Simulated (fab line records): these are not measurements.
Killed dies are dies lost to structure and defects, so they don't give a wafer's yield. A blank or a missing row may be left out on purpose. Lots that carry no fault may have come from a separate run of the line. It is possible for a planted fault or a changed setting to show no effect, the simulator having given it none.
fab line records -- flow n5Finfet
record lots=11, wafers=32, lastDay=18
route steps=1938 shown MOL_CONTACT_COAG@559
lots with no fault: from the same line, run without faults
startH: hours from the record's opening day to when the first of the lot's shown wafers began -- waitH: how many hours have passed since the lot's step before this one -- " same as the row above -- L1.1+2: a single row standing in for several wafers -- - value missing, or start not given -- * or withheld: withheld -- < > ~ a bound
route shown NAME@n: NAME is a module with steps in the file, n the number in the route of the first one -- usual: mean/standard deviation taken from wafers without a fault -- same: alike in all rows -- chamber/n: place in a boat -- sites: the reading at each site -- _std_site: their standard deviation -- _edge_site: mean of outer sites minus mean of inner sites -- radiusMm: for every site, how far away it sits from the centre of the wafer -- mask NAME#n: copy n -- behind: tool/chamber where the wafer was last shaped -- hold: why the lot went on hold/how many hours it stayed there/how the hold came to an end -- device: the n, p or np transistor that did not switch -- end of line: at the end of the route, the tests of the same wafers -- step lacking rows: just its recipe -- killed: at the first sort, the dies lost to defects and structure; wafer yield is something else -- map: per-die view of a wafer (x killed, . not killed, _ where there is no die)
set.NAME: the run value of the setting; set.NAME@STEP: its run value at that earlier step -- model.NAME: the simulator's own value behind a step, which no gauge read
the route's steps for a sample of lots (tables are steps, rows are wafers)
services: from which hour (startH, from the record's first day; less than 0 if before it) a tool's chamber was out of use, for how many hours, and why
## steps
# step N5_MOL_CONTACT_COAG_ALD_27
# recipe material=SiOC, targetThkA=170, tempC=400, aldPrecursorFamily=carbosiloxane, aldCoReactant=H2-plasma, pulseTimeS=1.5, timeS=2720, purgeTimeS=2, coReactantPurgeTimeS=2, aldCycles=340, pressureTorr=2
# usual heaterPowerW=816/70, precursorPulseHeightRel=1.000/0.019
# same purgeTimeS=2
lot.wafer,tool,chamber,startH,waitH,heaterPowerW,precursorPulseHeightRel
L369.2,aldSin-02,0,94.46,0.0,691,0.978
L369.3,aldSin-02,2,94.46,0.0,812,0.995
L369.4,aldSin-02,3,94.46,0.0,798,0.999
L371.1,aldSin-02,2,110.68,0.0,824,1.002
L371.2,aldSin-02,0,110.68,0.0,680,1.017
L371.5,aldSin-02,2,110.68,0.0,798,1.015
L375.2,aldSin-02,3,136.16,0.0,807,0.992
L375.4,aldSin-02,0,136.16,0.0,707,0.957
L375.5,aldSin-02,1,136.16,0.0,801,1.029
L379.3,aldSin-03,1,159.10,0.0,905,0.981
L379.6,aldSin-03,0,159.10,0.0,709,0.946
L383.2,aldSin-03,0,180.19,0.0,728,0.967
L383.5,aldSin-03,0,180.19,0.0,732,0.986
L383.6,aldSin-03,3,180.19,0.0,793,1.008
L385.1,aldSin-02,2,192.10,0.4,831,1.045
L385.2,aldSin-02,3,192.10,0.4,789,1.000
L385.3,aldSin-02,0,192.10,0.4,690,0.994
L386.2,aldSin-01,1,195.76,0.0,767,1.067
L386.4,aldSin-01,1,195.76,0.0,776,1.008
L386.5,aldSin-01,0,195.76,0.0,873,1.019
L387.1,aldSin-03,0,204.44,0.0,721,1.002
L387.4,aldSin-03,0,204.44,0.0,741,1.000
L387.6,aldSin-03,3,204.44,0.0,760,1.003
L390.2,aldSin-02,1,220.21,0.0,843,1.006
L390.3,aldSin-02,3,220.21,0.0,813,1.008
L390.5,aldSin-02,3,220.21,0.0,801,1.004
L391.2,aldSin-02,2,229.14,0.0,836,1.007
L391.4,aldSin-02,3,229.14,0.0,793,1.024
L391.6,aldSin-02,2,229.14,0.0,820,1.037
L392.2,aldSin-01,0,236.73,0.0,878,0.998
L392.3,aldSin-01,3,236.73,0.0,951,1.024
L392.6,aldSin-01,1,236.73,0.0,770,1.012
# step N5_MOL_CONTACT_COAG_OVL_MEAS_85
# recipe pointsPerWafer=522
# usual VG_OVL=0.2/0.55
lot.wafer,tool,chamber,startH,waitH,VG_OVL[nm]
L369.2,overlay-02,0,99.25,0.0,0.2
L369.3,overlay-02,0,99.25,0.0,0.0
L369.4,overlay-02,0,99.25,0.0,0.6
L371.1,overlay-02,0,113.45,0.0,-0.2
L371.2,overlay-02,0,113.45,0.0,0.1
L371.5,overlay-02,0,113.45,0.0,-0.6
L375.2,overlay-02,0,139.10,0.0,0.5
L375.4,overlay-02,0,139.10,0.0,0.6
L375.5,overlay-02,0,139.10,0.0,0.3
L379.3,overlay-01,0,162.01,0.0,0.0
L379.6,overlay-01,0,162.01,0.0,-0.2
L383.2,overlay-01,0,183.09,0.0,0.8
L383.5,overlay-01,0,183.09,0.0,0.6
L383.6,overlay-01,0,183.09,0.0,0.1
L385.1,overlay-02,0,194.87,0.0,-0.1
L385.2,overlay-02,0,194.87,0.0,0.8
L385.3,overlay-02,0,194.87,0.0,-0.9
L386.2,overlay-01,0,198.95,0.0,0.2
L386.4,overlay-01,0,198.95,0.0,1.0
L386.5,overlay-01,0,198.95,0.0,1.1
L387.1,overlay-02,0,207.34,0.0,0.3
L387.4,overlay-02,0,207.34,0.0,-0.6
L387.6,overlay-02,0,207.34,0.0,-0.4
L390.2,overlay-01,0,222.98,0.0,-0.3
L390.3,overlay-01,0,222.98,0.0,0.1
L390.5,overlay-01,0,222.98,0.0,0.2
L391.2,overlay-01,0,232.09,0.0,0.4
L391.4,overlay-01,0,232.09,0.0,1.6
L391.6,overlay-01,0,232.09,0.0,1.0
L392.2,overlay-01,0,239.76,0.0,0.6
L392.3,overlay-01,0,239.76,0.0,0.4
L392.6,overlay-01,0,239.76,0.0,-0.6
# step N5_MOL_CONTACT_COAG_ETCHBACK_132
# recipe chemistry=CHF3, target=SiO2, targetDepthA=100, timeS=6.7, ionEnergyEv=200, pressureMtorr=30, sourceW=610, biasW=170, Ar_flow_sccm=200, CHF3_flow_sccm=50
# usual CHF3_flow_sccm=50.00/0.17, drypumpMotorCurrentA=5.7/0.61, oes_ar_750_au=0.82/0.085, oesProductAu=0.82/0.094, rfVppV=520/10, showerheadPlenumPTorr=2.34/0.074, throttleValvePct=18.73/0.26
lot.wafer,tool,chamber,startH,waitH,CHF3_flow_sccm,drypumpMotorCurrentA,oes_ar_750_au,oesProductAu,rfHoursCounterH,rfVppV,showerheadPlenumPTorr,throttleValvePct
L369.2,rieDiel-06,2,100.06,0.1,50.23,5.4,0.74,0.73,193,513,2.28,18.92
L369.3,rieDiel-06,1,100.06,0.1,50.16,4.8,0.83,0.86,64,531,2.31,18.69
L369.4,rieDiel-06,0,100.06,0.1,49.98,5.2,0.87,0.89,32,530,2.35,18.71
L371.1,rieDiel-04,3,113.86,0.1,50.29,5.6,0.89,0.90,40,518,2.34,18.90
L371.2,rieDiel-04,0,113.86,0.1,49.97,5.5,0.75,0.76,122,520,2.29,18.66
L371.5,rieDiel-04,2,113.86,0.1,49.82,5.9,0.72,0.71,-,513,2.37,18.96
L375.2,rieDiel-03,3,139.53,0.1,50.04,6.5,0.92,0.96,6,541,2.55,18.52
L375.4,rieDiel-03,0,139.53,0.1,50.15,5.0,0.90,0.91,25,518,2.44,18.84
L375.5,rieDiel-03,1,139.53,0.1,50.01,6.6,0.70,0.69,-,506,2.27,19.02
L379.3,rieDiel-04,2,162.67,0.3,50.08,5.8,0.72,0.69,221,512,2.36,19.00
L379.6,rieDiel-04,1,162.67,0.3,50.01,6.1,0.87,0.87,-,512,2.31,18.40
L383.2,rieDiel-04,2,183.49,0.1,50.08,5.8,0.71,0.69,229,512,2.36,19.00
L383.5,rieDiel-04,3,183.49,0.1,50.12,5.7,0.85,0.86,-,519,2.33,18.96
L383.6,rieDiel-04,2,183.49,0.1,49.83,5.8,0.71,0.69,-,511,2.36,18.99
L385.1,rieDiel-04,0,195.37,0.2,50.04,5.5,0.73,0.74,145,518,2.28,18.73
L385.2,rieDiel-04,2,195.37,0.2,49.75,5.8,0.71,0.68,234,512,2.36,19.01
L385.3,rieDiel-04,3,195.37,0.2,49.74,5.6,0.84,0.84,71,518,2.33,18.96
L386.2,rieDiel-04,3,199.35,0.1,50.15,5.7,0.84,0.84,72,516,2.33,18.96
L386.4,rieDiel-04,1,199.35,0.1,50.18,6.1,0.86,0.85,57,513,2.30,18.43
L386.5,rieDiel-04,2,199.35,0.1,50.04,5.8,0.71,0.68,-,511,2.36,19.00
L387.1,rieDiel-04,3,207.79,0.1,49.97,5.7,0.84,0.84,75,517,2.33,18.95
L387.4,rieDiel-04,0,207.79,0.1,49.90,5.5,0.73,0.74,148,520,2.28,18.72
L387.6,rieDiel-04,1,207.79,0.1,49.92,6.1,0.85,0.85,-,512,2.30,18.42
L390.2,rieDiel-06,0,223.57,0.2,50.05,5.1,0.82,0.83,78,529,2.33,18.80
L390.3,rieDiel-06,3,223.57,0.2,50.18,6.7,0.90,0.92,27,517,2.32,18.67
L390.5,rieDiel-06,3,223.57,0.2,50.26,6.7,0.91,0.92,-,518,2.32,18.65
L391.2,rieDiel-06,0,232.58,0.1,49.73,5.2,0.82,0.82,80,528,2.33,18.80
L391.4,rieDiel-06,1,232.58,0.1,49.88,4.9,0.79,0.81,111,529,2.30,18.75
L391.6,rieDiel-06,2,232.58,0.1,50.12,5.4,0.70,0.68,-,513,2.26,18.99
L392.2,rieDiel-03,0,240.28,0.2,50.11,5.0,0.85,0.84,61,519,2.42,18.89
L392.3,rieDiel-03,1,240.28,0.2,49.82,6.6,0.68,0.67,250,506,2.26,19.09
L392.6,rieDiel-03,2,240.28,0.2,49.95,4.8,0.87,0.86,-,535,2.31,18.25
# step N5_MOL_CONTACT_COAG_ETCH_47
# recipe chemistry=CH3F/O2, target=SiNx, targetDepthA=270, maskMaterial=SiO2, stopOn=W, overEtchFrac=0.2, ionEnergyEv=120, endpoint=OES-CN, pressureMtorr=30, sourceW=395, biasW=73, Ar_flow_sccm=150, CH3F_flow_sccm=30, O2_flow_sccm=20, ends=endPoint
# usual drypumpMotorCurrentA=5.7/0.61, etchRfOnTimeS=31.0/0.64, oes_ar_750_au=0.82/0.082, oes_f_703_au=0.82/0.082, oesProductAu=0.73/0.083, rfFwdPowerW=386.2/2, rfVppV=295/5.6, showerheadPlenumPTorr=1.97/0.064, throttleValvePct=16.35/0.25
lot.wafer,tool,chamber,startH,waitH,drypumpMotorCurrentA,etchRfOnTimeS,oes_ar_750_au,oes_f_703_au,oesProductAu,rfFwdPowerW,rfHoursCounterH,rfVppV,showerheadPlenumPTorr,throttleValvePct
L369.2,rieDiel-06,2,100.33,0.0,5.4,31.5,0.74,0.74,0.66,387.4,193,290,1.91,16.55
L369.3,rieDiel-06,1,100.33,0.0,4.9,30.8,0.84,0.82,0.76,385.0,64,301,1.94,16.26
L369.4,rieDiel-06,0,100.33,0.0,5.2,31.1,0.88,0.87,0.80,390.3,32,300,1.97,16.26
L371.1,rieDiel-04,3,114.12,0.0,5.6,30.3,0.88,0.88,0.81,389.3,40,295,1.97,16.50
L371.2,rieDiel-04,0,114.12,0.0,5.5,31.6,0.76,0.76,0.68,386.3,122,294,1.92,16.29
L371.5,rieDiel-04,2,114.12,0.0,5.8,31.6,0.73,0.75,0.64,387.7,-,290,1.99,16.56
L375.2,rieDiel-03,3,139.79,0.0,6.5,29.4,0.93,0.91,0.86,385.2,7,305,2.15,16.08
L375.4,rieDiel-03,0,139.79,0.0,5.0,30.9,0.90,0.90,0.81,387.0,25,294,2.05,16.45
L375.5,rieDiel-03,1,139.79,0.0,6.6,32.0,0.69,0.70,0.61,388.5,-,287,1.90,16.65
L379.3,rieDiel-04,2,162.94,0.0,5.8,30.7,0.72,0.74,0.63,385.9,221,289,1.98,16.59
L379.6,rieDiel-04,1,162.94,0.0,6.1,29.9,0.87,0.90,0.79,386.6,-,292,1.94,16.04
L383.2,rieDiel-04,2,183.76,0.0,5.8,31.6,0.71,0.73,0.62,385.0,229,290,1.98,16.62
L383.5,rieDiel-04,3,183.76,0.0,5.7,30.3,0.84,0.85,0.77,391.2,-,293,1.96,16.54
L383.6,rieDiel-04,2,183.76,0.0,5.9,31.6,0.72,0.73,0.62,385.0,-,292,1.98,16.61
L385.1,rieDiel-04,0,195.63,0.0,5.5,29.1,0.83,0.96,0.70,481.2,145,266,1.91,16.34
L385.2,rieDiel-04,2,195.63,0.0,5.8,29.1,0.81,0.95,0.64,480.4,234,262,1.98,16.63
L385.3,rieDiel-04,3,195.63,0.0,5.7,28.3,0.95,1.11,0.79,483.8,71,265,1.96,16.55
L386.2,rieDiel-04,3,199.61,0.0,5.7,28.0,0.96,1.11,0.80,484.7,72,267,1.96,16.55
L386.4,rieDiel-04,1,199.61,0.0,6.2,27.7,0.97,1.16,0.80,478.7,57,264,1.94,16.09
L386.5,rieDiel-04,2,199.61,0.0,5.9,28.6,0.80,0.96,0.65,480.8,-,261,1.98,16.64
L387.1,rieDiel-04,3,208.05,0.0,5.6,28.4,0.95,1.10,0.79,485.5,75,266,1.96,16.55
L387.4,rieDiel-04,0,208.05,0.0,5.5,29.3,0.83,0.96,0.69,478.3,148,266,1.91,16.35
L387.6,rieDiel-04,1,208.05,0.0,6.1,28.2,0.96,1.15,0.79,481.1,-,264,1.94,16.08
L390.2,rieDiel-06,0,223.83,0.0,5.2,31.3,0.82,0.81,0.72,391.1,78,300,1.95,16.35
L390.3,rieDiel-06,3,223.83,0.0,6.7,31.3,0.91,0.89,0.81,387.3,27,295,1.95,16.24
L390.5,rieDiel-06,3,223.83,0.0,6.7,31.5,0.90,0.90,0.81,385.8,-,294,1.95,16.26
L391.2,rieDiel-06,0,232.84,0.0,5.2,31.7,0.82,0.81,0.73,389.9,80,299,1.95,16.38
L391.4,rieDiel-06,1,232.84,0.0,4.8,30.8,0.79,0.77,0.72,384.9,111,300,1.93,16.38
L391.6,rieDiel-06,2,232.84,0.0,5.4,32.1,0.71,0.70,0.62,387.1,-,291,1.89,16.62
L392.2,rieDiel-03,0,240.55,0.0,5.0,31.7,0.85,0.84,0.75,384.6,61,295,2.04,16.52
L392.3,rieDiel-03,1,240.55,0.0,6.6,31.6,0.67,0.68,0.59,386.4,250,288,1.89,16.69
L392.6,rieDiel-03,2,240.55,0.0,4.8,30.8,0.86,0.86,0.77,386.6,-,304,1.94,15.89
## services
tool,chamber,startH,hours,kind
rieDiel-03,2,78.36,-,clean
rieDiel-03,2,78.36,-,consumableReplace:focusRing
rieDiel-03,2,78.36,23.1,scheduledDown
rieDiel-03,2,78.36,23.1,ventCycle
rieDiel-06,3,81.71,6.0,repair
aldSin-03,-,85.89,14.0,pm
aldSin-01,-,95.73,5.5,repair
rieDiel-03,-,97.60,2.8,pm
rieDiel-03,3,101.64,-,clean
rieDiel-04,1,120.81,9.9,repair
rieDiel-06,3,135.20,-,clean
rieDiel-06,3,135.20,-,consumableReplace:focusRing
rieDiel-06,3,135.20,16.4,scheduledDown
rieDiel-06,3,135.20,16.4,ventCycle
rieDiel-04,0,148.13,8.1,repair
aldSin-01,-,176.75,14.0,pm
aldSin-01,2,194.30,4.3,repair
aldSin-02,0,197.62,23.9,repair
aldSin-03,2,204.26,4.2,repair
aldSin-02,-,206.28,1.0,repair
rieDiel-04,2,239.29,-,clean
rieDiel-04,2,239.29,-,consumableReplace:focusRing
rieDiel-04,2,239.29,25.0,scheduledDown
rieDiel-04,2,239.29,25.0,ventCycle
## key
firstSign step=N5_MOL_CONTACT_COAG_ETCH_47, reading=rfFwdPowerW, direction=up, sigmas=48, usual=*, struck=*
effect step=N5_MOL_CONTACT_COAG_ETCH_47, reading=rfVppV, direction=down, sigmas=5.5, usual=295, struck=265
metAt N5_MOL_CONTACT_COAG_ETCH_47
struckLots L385,L386,L387
rowsEnd L386.2,L386.4,L386.5
notActingAt N5_MOL_CONTACT_COAG_ALD_27,N5_MOL_CONTACT_COAG_OVL_MEAS_85,N5_MOL_CONTACT_COAG_ETCHBACK_132
onsetBetween 183.76 195.63
fault kind=processParameterDrift, tool=rieDiel-04, chamber=-, onsetH=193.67, steps=N5_MOL_CONTACT_COAG_ETCH_47, channel=sourceW, offset=94.8, shape=step, actsIn=theseRecipesOnly, stated=395
# rowsEnd: these wafers met a further fault down the route, and their rows from its step on are left out
